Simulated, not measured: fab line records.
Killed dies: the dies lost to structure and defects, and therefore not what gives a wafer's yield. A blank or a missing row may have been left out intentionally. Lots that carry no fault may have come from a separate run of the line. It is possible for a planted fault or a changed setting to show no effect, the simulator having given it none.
Code-filled problem report in 8D (eight disciplines) form | flow nand-harc | the parts of the form that need people (team, actions taken, sign-off) are left out

1. WHAT IS WRONG
run-length-s at NHARC_A_M0_ETCH_15 reads a mean of 96.6 s on 2 wafers of 1 lot; wafers without a fault read 103.6 s with a standard deviation of 0.62. That puts it -11 standard deviations away from the usual mean.
The step: etches the open film in C4F8/Ar, target depth 150 nm, overetch 15 nm, time 82.5 s.
First observed at day 27 12:14: wafer L835.1, on rie-diel-08. The record has a number at this step for 36 wafers belonging to 12 lots. By rule, "out" or "out of limits" means more than 4 standard deviations away from the usual mean. The other wafers with a number count as sound.

2. WHAT IT IS, WHAT IT ISN'T
question                    | is                | is not
which readings at this step | run-length-s      | oes-product-au, rf-vpp-V
which lots                  | L835              | L825, L826, L827, L839, L840, L842, L843, L844, L846, L847, L848
which wafers of those lots  | L835.1, L835.5    | L835.6
read on which tools         | rie-diel-08       | rie-diel-02, rie-diel-09
when                        | from day 27 12:14 | up to then (10 sound wafers); but 24 sound wafers of L839, L840, L842, L843, L844, L846, L847, L848 came after

3. SUSPECTS, AND WHAT RULES EACH OUT
Counting: any tool at a process step up to the reading remains a suspect provided it ran every lot that is out. Sound lots after the first of them don't rule it out here, since some wafers of a struck lot are sound.
- cvd-w-01 at NHARC_A_BLC_CVD_24 (deposits W, target thk 150 nm, time 434 s): kept. It processed L835, the lot that is out, at day 27 11:58, and its most recent sound lot before then was L825 at day 23 05:08. NHARC_A_BLC_CVD_24: start missing for some lots; hours and lot order therefore follow NHARC_A_M0_OVL_MEAS_10.
- rie-diel-08 at NHARC_A_M0_ETCH_15 (etches the open film in C4F8/Ar, target depth 150 nm, overetch 15 nm, time 82.5 s): kept. It processed L835, the lot that is out, at day 27 12:14, and its most recent sound lot before then was L827 at day 22 23:23. Out on those wafers are its own readings of run-length-s.
- At NHARC_A_M0_ETCH_15 on rie-diel-08, chamber 3 took the sound wafers of the same lots and chamber 0 took the wafers that are out.
What counting leaves: cvd-w-01 at NHARC_A_BLC_CVD_24 and rie-diel-08 at NHARC_A_M0_ETCH_15.

4. THE CAUSE (what the simulator had put in)
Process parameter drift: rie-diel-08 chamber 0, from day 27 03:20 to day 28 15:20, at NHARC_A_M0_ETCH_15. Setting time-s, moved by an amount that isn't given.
This tool is one of the 2 suspects left after counting.

5. SEQUENCE OF EFFECTS, ordered by route
Rows list readings where the struck wafers' mean (over those with a number) sits beyond 3 standard deviations from the usual. Only readings for which the record gives a usual standard deviation are gone through. hours: the time from each lot's start at the first step in this table that gives one to its start at this step, as a median over the lots. sigmas: the change in usual standard deviations.
hours | step               | reading      | usual   | on struck wafers | change | sigmas
0     | NHARC_A_M0_ETCH_15 | run-length-s | 103.6 s | 96.6             | -7.0   | -11
It contains these process steps:
- NHARC_A_M0_ETCH_15: etches the open film in C4F8/Ar, target depth 150 nm, overetch 15 nm, time 82.5 s.

6. WHAT WOULD HAVE CAUGHT IT SOONER
In this record no reading fell out of limits until day 27 12:14, 9 hours after the fault had begun at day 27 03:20.
